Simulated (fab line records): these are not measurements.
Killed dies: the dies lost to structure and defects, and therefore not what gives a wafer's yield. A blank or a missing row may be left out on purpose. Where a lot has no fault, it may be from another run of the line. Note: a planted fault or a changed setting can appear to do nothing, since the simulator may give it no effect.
Chamber matching	flow n5Finfet	N5_BEOL_M5_CURE_80 on uvCure-03: 3 sister chambers
The step cures SiCOH lowk, time 120 s. 3 wafers are shown with their chamber, then 8 later ones without.

== WAFERS WITH THEIR CHAMBER ==
wafer	chamber	wafer_temp_C_max
L080.5	2	372.7
L088.4	1	371.1
L090.2	0	371.4

== WAFERS MISSING THEIR CHAMBER ==
wafer	wafer_temp_C_max
L090.3	371.3
L090.6	371.4
L091.1	371.3
L091.3	371.9
L091.6	371.8
L097.1	372.3
L097.2	372.1
L097.5	371.9

== EACH ONE'S CHAMBER ==
wafer	from the rows above	in truth
L090.3	can't be placed: 0 or 1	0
L090.6	can't be placed: 0 or 1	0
L091.1	can't be placed: 0 or 1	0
L091.3	can't be placed: 0 or 1 or 2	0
L091.6	can't be placed: 0 or 1 or 2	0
L097.1	can't be placed: 2 or 0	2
L097.2	can't be placed: 2 or 0 or 1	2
L097.5	can't be placed: 0 or 1 or 2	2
Correct placement for 0 of the 8. These rows do not allow placing 8 (true chamber among the candidates in 8). Number placed wrongly: 0.
How it was worked out, from the rows above alone: a wafer's distance from a chamber is the root of the sum, over the readings, of the square of ((its reading less the chamber's mean) divided by the reading's scatter). The wafer belongs to the nearest chamber; if the next one is less than 2 further off, it can't be placed. A chamber's mean is the mean of its shown wafers. The scatter (one wafer shown for each chamber): square how far every hidden wafer sits from the nearest shown wafer, average those squares and take the square root.
